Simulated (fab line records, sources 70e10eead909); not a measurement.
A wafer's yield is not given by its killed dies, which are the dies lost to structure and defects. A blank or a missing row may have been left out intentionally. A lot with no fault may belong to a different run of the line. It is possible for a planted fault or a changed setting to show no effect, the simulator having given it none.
Chamber matching || flow nand harc || NHARC_P_GATE_DEP_103 on pecvd-02: 3 sister chambers
The step deposits SiON, target thk 30 nm. 3 wafers are shown with their chamber, then 12 later ones without.

## WAFERS, EACH WITH ITS CHAMBER
{"wafer": "L093.2", "chamber": 2, "heater power w (W)": 887}
{"wafer": "L093.3", "chamber": 1, "heater power w (W)": 702}
{"wafer": "L093.4", "chamber": 0, "heater power w (W)": 661}

## WAFERS WITHOUT THEIR CHAMBER
{"wafer": "L094.2", "heater power w (W)": 680}
{"wafer": "L094.4", "heater power w (W)": 779}
{"wafer": "L094.5", "heater power w (W)": 844}
{"wafer": "L095.1", "heater power w (W)": 700}
{"wafer": "L095.2", "heater power w (W)": 876}
{"wafer": "L095.4", "heater power w (W)": 706}
{"wafer": "L096.1", "heater power w (W)": 592}
{"wafer": "L096.3", "heater power w (W)": 675}
{"wafer": "L096.6", "heater power w (W)": 606}
{"wafer": "L096.2", "heater power w (W)": 826}
{"wafer": "L096.4", "heater power w (W)": 693}
{"wafer": "L096.5", "heater power w (W)": 819}

## WHICH CHAMBER EACH ONE RAN IN
{"wafer": "L094.2", "from the rows above": "can't be placed: 0 or 1", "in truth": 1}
{"wafer": "L094.4", "from the rows above": "can't be placed: 1 or 2 or 0", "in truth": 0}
{"wafer": "L094.5", "from the rows above": 2, "in truth": 2}
{"wafer": "L095.1", "from the rows above": "can't be placed: 1 or 0", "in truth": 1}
{"wafer": "L095.2", "from the rows above": 2, "in truth": 2}
{"wafer": "L095.4", "from the rows above": "can't be placed: 1 or 0", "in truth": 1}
{"wafer": "L096.1", "from the rows above": "can't be placed: 0 or 1", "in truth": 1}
{"wafer": "L096.3", "from the rows above": "can't be placed: 0 or 1", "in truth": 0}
{"wafer": "L096.6", "from the rows above": "can't be placed: 0 or 1", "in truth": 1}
{"wafer": "L096.2", "from the rows above": "can't be placed: 2 or 1", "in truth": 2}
{"wafer": "L096.4", "from the rows above": "can't be placed: 1 or 0", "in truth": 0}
{"wafer": "L096.5", "from the rows above": "can't be placed: 2 or 1 or 0", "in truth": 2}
Placed correctly: 2 of 12. From these rows, 10 cannot be placed; in 10 the true chamber is one of the candidates. Wrongly placed: 0.
How it was worked out, from the rows above alone: a wafer's distance from a chamber is the root of the sum, over the readings, of the square of ((its reading less the chamber's mean) divided by the reading's scatter). If the next closest chamber is less than 2 further off than the closest, the wafer can't be placed; otherwise it belongs to the closest. The mean given for a chamber averages the wafers shown for that chamber. The scatter: root of mean squared gap, hidden wafer to nearest shown wafer, with one shown wafer a chamber.
